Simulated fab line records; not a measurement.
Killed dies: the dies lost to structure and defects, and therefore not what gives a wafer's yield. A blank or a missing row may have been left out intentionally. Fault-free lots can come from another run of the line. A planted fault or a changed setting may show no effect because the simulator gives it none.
Which tool is to blame? + flow n5 finfet + 31 wafers from 11 lots sampled at 4 of the route's 1938 steps

WHAT THE GAUGES SHOWED, per wafer
Not one reading of a measure or inspect step in the record can be checked against a usual standard deviation.

WHICH TOOL RAN EACH LOT (tool, then ch and the chambers of the sampled wafers, then the start)
| lot  | N5_MIM_BOT_ETCH_ETCH_03           | N5_PASSIVATION_PASS_ETCH_74        | N5_PASSIVATION_STRIP_14            | N5_PASSIVATION_PECVD_53         |
|------|-----------------------------------|------------------------------------|------------------------------------|---------------------------------|
| L127 | rie metal-02 ch 0, day 13 01:33   | rie diel-05 ch 1,2, day 13 04:32   | rie diel-05 ch 1,2, day 13 04:49   | pecvd-02 ch 0,2, day 13 07:43   |
| L129 | rie metal-02 ch 0,1, day 13 18:52 | rie diel-05 ch 0,1, day 13 22:13   | rie diel-05 ch 0,1, day 13 22:30   | pecvd-02 ch 0,1, day 14 01:21   |
| L131 | rie metal-02 ch 0,1, day 13 19:53 | rie diel-02 ch 0,1,3, day 13 22:11 | rie diel-02 ch 0,1,3, day 13 22:28 | pecvd-04 ch 1,2, day 14 01:01   |
| L130 | rie metal-02 ch 0,1, day 14 01:10 | rie diel-02 ch 1,2,3, day 14 05:20 | rie diel-02 ch 1,2,3, day 14 05:37 | pecvd-02 ch 0,1,2, day 14 07:50 |
| L133 | rie metal-03 ch 0,1, day 14 21:29 | rie diel-04 ch 1,2,3, day 14 23:04 | rie diel-04 ch 1,2,3, day 14 23:22 | pecvd-04 ch 1,2, day 15 02:45   |
| L140 | rie metal-03 ch 0,1, day 15 16:05 | rie diel-02 ch 0,1,2, day 15 17:33 | rie diel-02 ch 0,1,2, day 15 17:50 | pecvd-02 ch 0,1,2, day 15 20:34 |
| L138 | rie metal-02 ch 0, day 16 01:06   | rie diel-02 ch 0,3, day 16 03:19   | rie diel-02 ch 0,3, day 16 03:36   | pecvd-02 ch 0,2, day 16 05:56   |
| L141 | rie metal-02 ch 0,1, day 16 14:13 | rie diel-04 ch 0,3, day 16 15:45   | rie diel-04 ch 0,3, day 16 16:01   | pecvd-02 ch 0,1, day 16 19:29   |
| L147 | rie metal-03 ch 0,1, day 18 01:02 | rie diel-04 ch 0,1,2, day 18 03:09 | rie diel-04 ch 0,1,2, day 18 03:26 | pecvd-04 ch 0,1, day 18 05:44   |
| L148 | rie metal-03 ch 0,1, day 18 15:52 | rie diel-05 ch 1,2,3, day 18 17:47 | rie diel-05 ch 1,2,3, day 18 18:05 | pecvd-04 ch 1,2, day 18 20:32   |
| L149 | rie metal-01 ch 0,1, day 18 19:28 | rie diel-02 ch 0,1,2, day 18 23:01 | rie diel-02 ch 0,1,2, day 18 23:18 | pecvd-02 ch 0,1,2, day 19 02:18 |
- N5_MIM_BOT_ETCH_ETCH_03: etches the open film in Cl2/BCl3, target depth 12 nm.
- N5_PASSIVATION_PASS_ETCH_74: etches SiNx in CF4/O2, target depth 220 nm, time 110 s.
- N5_PASSIVATION_STRIP_14: strips in O2.
- N5_PASSIVATION_PECVD_53: deposits SiO2 from TEOS/O2, target thk 800 nm, time 169.4 s.

WHAT THE TOOLS THEMSELVES READ (means of the sampled wafers that have a number; where no wafer has one, the mark that the record gives instead)
N5_MIM_BOT_ETCH_ETCH_03. Usual: drypump motor current A 5.66 A, standard deviation 0.27; oes product au 0.85 a.u., standard deviation 0.078; rf fwd power W 793.3 W, standard deviation 2.8; throttle valve pct 27.6 %, standard deviation 0.31.
| lot  | tool         | drypump motor current A (A) | oes product au (a.u.) | rf fwd power W (W) | throttle valve pct (%) | flag |
|------|--------------|-----------------------------|-----------------------|--------------------|------------------------|------|
| L127 | rie metal-02 | 5.80                        | 0.94                  | 792.7              | 27.8                   |      |
| L129 | rie metal-02 | 5.83                        | 0.93                  | 793.3              | 27.8                   |      |
| L131 | rie metal-02 | 5.86                        | 0.96                  | 793.8              | 27.8                   |      |
| L130 | rie metal-02 | 5.84                        | 0.93                  | 792.6              | 27.8                   |      |
| L133 | rie metal-03 | 5.72                        | 0.86                  | 795.7              | 27.3                   |      |
| L140 | rie metal-03 | 5.51                        | 0.83                  | 794.1              | 27.3                   |      |
| L138 | rie metal-02 | 5.81                        | 0.88                  | 790.9              | 27.9                   |      |
| L141 | rie metal-02 | 5.86                        | 0.89                  | 792.5              | 27.8                   |      |
| L147 | rie metal-03 | 5.71                        | 0.83                  | 791.9              | 27.3                   |      |
| L148 | rie metal-03 | 5.48                        | 0.80                  | 793.7              | 27.3                   |      |
| L149 | rie metal-01 | 5.43                        | 0.70                  | 794.2              | 27.9                   |      |

N5_PASSIVATION_PASS_ETCH_74. Usual: drypump motor current A 5.6 A, standard deviation 0.41; mfc ar sccm 100.02 sccm, standard deviation 0.27; oes_f_703_au 0.81 a.u., standard deviation 0.079; oes product au 0.82 a.u., standard deviation 0.084; rf fwd power W 532.8 W, standard deviation 1.8; rf vpp V 243 V, standard deviation 4.2; showerhead plenum p Torr 2.22 Torr, standard deviation 0.084; throttle valve pct 16.04 %, standard deviation 0.2.
| lot  | tool        | drypump motor current A (A) | mfc ar sccm (sccm) | oes_f_703_au (a.u.) | oes product au (a.u.) | rf fwd power W (W) | rf vpp V (V) | showerhead plenum p Torr (Torr) | throttle valve pct (%) | flag |
|------|-------------|-----------------------------|--------------------|---------------------|-----------------------|--------------------|--------------|---------------------------------|------------------------|------|
| L127 | rie diel-05 | 6.0                         | 100.14             | 0.69                | 0.70                  | 532.9              | 240          | 2.16                            | 16.21                  |      |
| L129 | rie diel-05 | 6.0                         | 99.72              | 0.75                | 0.76                  | 531.7              | 245          | 2.23                            | 16.11                  |      |
| L131 | rie diel-02 | 5.5                         | 99.99              | 0.81                | 0.81                  | 532.5              | 243          | 2.16                            | 16.14                  |      |
| L130 | rie diel-02 | 5.5                         | 100.03             | 0.84                | 0.85                  | 532.6              | 244          | 2.21                            | 16.03                  |      |
| L133 | rie diel-04 | 5.9                         | 99.95              | 0.82                | 0.83                  | 533.0              | 241          | 2.19                            | 16.10                  |      |
| L140 | rie diel-02 | 5.5                         | 100.20             | 0.78                | 0.78                  | 533.4              | 244          | 2.21                            | 16.16                  |      |
| L138 | rie diel-02 | 5.7                         | 100.03             | 0.76                | 0.76                  | 533.4              | 242          | 2.16                            | 16.18                  |      |
| L141 | rie diel-04 | 5.5                         | 99.88              | 0.78                | 0.77                  | 531.2              | 240          | 2.21                            | 16.09                  |      |
| L147 | rie diel-04 | 5.4                         | 99.82              | 0.81                | 0.82                  | 533.5              | 243          | 2.26                            | 16.02                  |      |
| L148 | rie diel-05 | 5.9                         | 100.22             | 0.80                | 0.82                  | 532.5              | 240          | 2.19                            | 15.98                  |      |
| L149 | rie diel-02 | 5.5                         | 99.89              | 0.84                | 0.85                  | 531.6              | 245          | 2.20                            | 16.03                  |      |

N5_PASSIVATION_STRIP_14. Usual: drypump motor current A 5.6 A, standard deviation 0.41; oes product au 0.82 a.u., standard deviation 0.083; rf vpp V 3.6 V, standard deviation 0.91; showerhead plenum p Torr 2.11 Torr, standard deviation 0.085; throttle valve pct 16.72 %, standard deviation 0.2.
| lot  | tool        | drypump motor current A (A) | oes product au (a.u.) | rf vpp V (V) | showerhead plenum p Torr (Torr) | throttle valve pct (%) | flag |
|------|-------------|-----------------------------|-----------------------|--------------|---------------------------------|------------------------|------|
| L127 | rie diel-05 | 6.1                         | 0.72                  | 3.5          | 2.06                            | 16.95                  |      |
| L129 | rie diel-05 | 6.0                         | 0.77                  | 3.9          | 2.13                            | 16.83                  |      |
| L131 | rie diel-02 | 5.5                         | 0.80                  | 3.8          | 2.05                            | 16.81                  |      |
| L130 | rie diel-02 | 5.5                         | 0.84                  | 4.1          | 2.09                            | 16.66                  |      |
| L133 | rie diel-04 | 5.8                         | 0.84                  | 2.9          | 2.08                            | 16.77                  |      |
| L140 | rie diel-02 | 5.5                         | 0.78                  | 3.7          | 2.10                            | 16.81                  |      |
| L138 | rie diel-02 | 5.8                         | 0.76                  | 4.6          | 2.05                            | 16.91                  |      |
| L141 | rie diel-04 | 5.5                         | 0.78                  | 3.0          | 2.12                            | 16.88                  |      |
| L147 | rie diel-04 | 5.4                         | 0.83                  | 3.6          | 2.14                            | 16.65                  |      |
| L148 | rie diel-05 | 5.9                         | 0.84                  | 3.8          | 2.09                            | 16.69                  |      |
| L149 | rie diel-02 | 5.6                         | 0.85                  | 3.5          | 2.10                            | 16.71                  |      |

N5_PASSIVATION_PECVD_53. Usual: run length s 197.1 s, standard deviation 0.57.
| lot  | tool     | run length s (s) | flag |
|------|----------|------------------|------|
| L127 | pecvd-02 | 197.6            |      |
| L129 | pecvd-02 | 197.0            |      |
| L131 | pecvd-04 | 196.7            |      |
| L130 | pecvd-02 | 197.3            |      |
| L133 | pecvd-04 | 197.2            |      |
| L140 | pecvd-02 | 173.6            | OFF  |
| L138 | pecvd-02 | 179.3            | OFF  |
| L141 | pecvd-02 | 179.6            | OFF  |
| L147 | pecvd-04 | 196.6            |      |
| L148 | pecvd-04 | 197.2            |      |
| L149 | pecvd-02 | 197.5            |      |

THE ANSWER, worked out from the rows above alone
Rule: a lot counts as off when the mean over its wafers that have a number is more than 3 standard deviations away from the usual mean. Also off: a lot with no number at a reading for which 4 or more lots have one. The other lots that the step has rows for count as sound. After the gauges, taken in route order, come the tools' own readings; for these a lot's mean is taken, as printed above. At the first step where some lot is off, the reading lying furthest off is the one used; lots without a number count as furthest.
Off at N5_PASSIVATION_PECVD_53 (run length s): L140, L138, L141.
A tool fits if, at that step or a process step before it, it ran every lot that is off, and no sound lot after the first of them. None of those tried fits.

WHAT THE SIMULATOR PUT IN
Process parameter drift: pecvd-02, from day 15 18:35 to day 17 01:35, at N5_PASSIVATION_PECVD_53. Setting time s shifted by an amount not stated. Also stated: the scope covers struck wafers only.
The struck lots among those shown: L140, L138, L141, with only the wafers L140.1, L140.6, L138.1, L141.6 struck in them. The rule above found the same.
